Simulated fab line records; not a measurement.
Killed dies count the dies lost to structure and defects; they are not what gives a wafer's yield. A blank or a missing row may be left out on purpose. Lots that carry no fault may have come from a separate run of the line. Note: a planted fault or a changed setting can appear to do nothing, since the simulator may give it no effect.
Split-lot experiment + flow n5-finfet + route with 1938 steps; 7 lots, 21 wafers read

## SPLIT DETAILS
At N5_BEOL_M9_ETCH_62 (etches SOC in N2/H2, target depth 110 nm, overetch 22 nm, time 165 s), the setting time-s was moved away from the recipe's 165 s on 8 of the 21 wafers read, by -20.1% to +15.1%. For the rest of the wafers, this setting stayed at what the recipe calls for.

The reading is taken at the split's own step.

## THE READING
SiARC_of_BEOL_M9_COAT_60.thk-nm (the simulator's own value, which no gauge read), in nm, at N5_BEOL_M9_ETCH_62 (etches SOC in N2/H2, target depth 110 nm, overetch 22 nm, time 165 s). The file does not state a usual value for it. Across the 13 wafers here that went through the recipe, the average is 23.5 nm and the standard deviation 0.12 nm.

| wafer  | tool, chamber at the split | time-s as run, s | against the recipe | SiARC_of_BEOL_M9_COAT_60.thk-nm, nm | against lot-mates on the recipe |
|--------|----------------------------|------------------|--------------------|-------------------------------------|---------------------------------|
| L074.1 | rie-diel-03, 3             | 132.6            | -19.6%             | 24.8                                | +1.4                            |
| L074.3 | rie-diel-03, 2             | 132.6            | -19.6%             | 24.8                                | +1.4                            |
| L074.5 | rie-diel-03, 2             | 165              | recipe             | 23.4                                | -                               |
| L075.1 | rie-diel-04, 0             | 189.9            | +15.1%             | 22.4                                | -1.2                            |
| L075.3 | rie-diel-04, 1             | 165              | recipe             | 23.6                                | -                               |
| L075.6 | rie-diel-04, 0             | 189.9            | +15.1%             | 22.4                                | -1.2                            |
| L076.3 | rie-diel-03, 1             | 165              | recipe             | 23.6                                | -                               |
| L076.5 | rie-diel-03, 3             | 165              | recipe             | 23.6                                | -                               |
| L076.6 | rie-diel-03, 2             | 165              | recipe             | 23.4                                | -                               |
| L079.1 | rie-diel-03, 0             | 165              | recipe             | 23.6                                | -                               |
| L079.5 | rie-diel-03, 1,2           | 131.9            | -20.1%             | 24.8                                | +1.2                            |
| L079.6 | rie-diel-03, 1,2           | 131.9            | -20.1%             | 24.8                                | +1.2                            |
| L091.1 | rie-diel-06, 0             | 184              | +11.5%             | 22.6                                | -1.0                            |
| L091.3 | rie-diel-06, 3             | 165              | recipe             | 23.6                                | -                               |
| L091.5 | rie-diel-06, 2             | 184              | +11.5%             | 22.8                                | -0.8                            |
| L089.2 | rie-diel-06, 2             | 165              | recipe             | 23.4                                | -                               |
| L089.4 | rie-diel-06, 0             | 165              | recipe             | 23.4                                | -                               |
| L089.5 | rie-diel-06, 0             | 165              | recipe             | 23.4                                | -                               |
| L096.2 | rie-diel-06, 2             | 165              | recipe             | 23.4                                | -                               |
| L096.3 | rie-diel-06, 1             | 165              | recipe             | 23.2                                | -                               |
| L096.5 | rie-diel-06, 2             | 165              | recipe             | 23.4                                | -                               |
If several chambers appear in one row, that row covers several wafers at once and the file leaves open which wafer was in which chamber.

FIT RESULTS
A straight line over all 21 wafers: SiARC_of_BEOL_M9_COAT_60.thk-nm changes by -0.0679 nm for each +1% of time-s; r = -0.99; the points scatter about the line by 0.11 nm.
The same after taking each lot's own level away (the mean of its wafers on the recipe; 21 wafers): -0.0702 nm for each +1%; r = -0.99; scatter 0.098 nm.
According to that fit, moving time-s by its largest amount changes the reading by 1.4 nm.
Across the lots, their own levels run from 23.33 to 23.60 nm, a range of 2.2 times the standard deviation given above.
So the lot-to-lot level changes the slope little: the two slopes agree.
Check: for one of the wafers moved furthest among these (-20.1%), held out of the fit, the line's prediction against its lot-mates is +1.41 nm. It came out at +1.2 nm against them.

## FILE'S OWN FIT
SiARC_of_BEOL_M9_COAT_60.thk-nm changes by -0.0697 nm for each +1% of time-s, r = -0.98.
